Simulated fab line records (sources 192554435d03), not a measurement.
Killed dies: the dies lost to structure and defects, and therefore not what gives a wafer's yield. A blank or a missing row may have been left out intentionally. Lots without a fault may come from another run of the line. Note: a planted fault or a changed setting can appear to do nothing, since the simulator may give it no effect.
Which of the tools did it? ; flow n5-finfet ; Sampling: 12 lots, 36 wafers, 2 of 1938 route steps

WHAT EACH GAUGE READ, for each wafer
N5_BEOL_M10_OVL_MEAS_12.
lot;measured;on;M10_OVL (nm)
L075;day 10 00:55;overlay-02;-0.1 -0.1 0.6
L077;day 10 08:54;overlay-02;-0.4 -0.7 -1.9
L079;day 10 16:11;overlay-02;-2.1 0.2 -0.8
L081;day 11 18:15;overlay-01;-0.7 -0.7 -0.4
L084;day 12 09:37;overlay-01;-0.1 -0.2 0.2
L083;day 12 13:15;overlay-01;-1.5 -0.8 -2.4
L087;day 13 07:04;overlay-01;-1.4 0.3 0.4
L089;day 13 19:09;overlay-01;-0.4 -1.5 0.1
L091;day 14 07:04;overlay-02;0.5 0.6 0.5
L094;day 14 18:23;overlay-01;-0.5 -0.6 1.3
L095;day 15 03:59;overlay-01;-1.4 -0.6 -1.3
L096;day 15 13:26;overlay-02;-1.0 -0.3 -1.8

TOOL THAT RAN EACH LOT (tool first, then ch and the chambers of the sampled wafers, then the start)
lot;N5_BEOL_M9_ANNEAL_51
L075;rtp-anneal-01 ch 0, day 9 21:55
L077;rtp-anneal-01 ch 0, day 10 05:40
L079;rtp-anneal-01 ch 0, day 10 13:42
L081;rtp-anneal-02 ch 0, day 11 15:25
L084;rtp-anneal-01 ch 0, day 12 06:57
L083;rtp-anneal-01 ch 0, day 12 11:13
L087;rtp-anneal-01 ch 0, day 13 03:58
L089;rtp-anneal-01 ch 0, day 13 16:02
L091;rtp-anneal-02 ch 0, day 14 04:25
L094;rtp-anneal-01 ch 0, day 14 16:05
L095;rtp-anneal-02 ch 0, day 14 23:45
L096;rtp-anneal-01 ch 0, day 15 10:56
- N5_BEOL_M9_ANNEAL_51: time 90 s.

THE ANSWER, worked out from the rows above alone
Rule: usual is defined by the lots themselves. Put in order of their means at a reading, lots are off if they are a third of the lots or fewer, leave a main group of 4 or more, and stand apart from it by a gap of 3 or more times the standard deviation of the main group's means; of several such gaps the widest counts. The tables above print the reading to a certain number of digits; a main group whose means all agree to those digits is not used. A lot without any number at a reading at which 4 lots or more have one is off too. Any other lot the step has rows for is counted as sound.
No lot is off at any reading shown: from this, nothing can be told.

WHAT HAD BEEN PUT IN BY THE SIMULATOR
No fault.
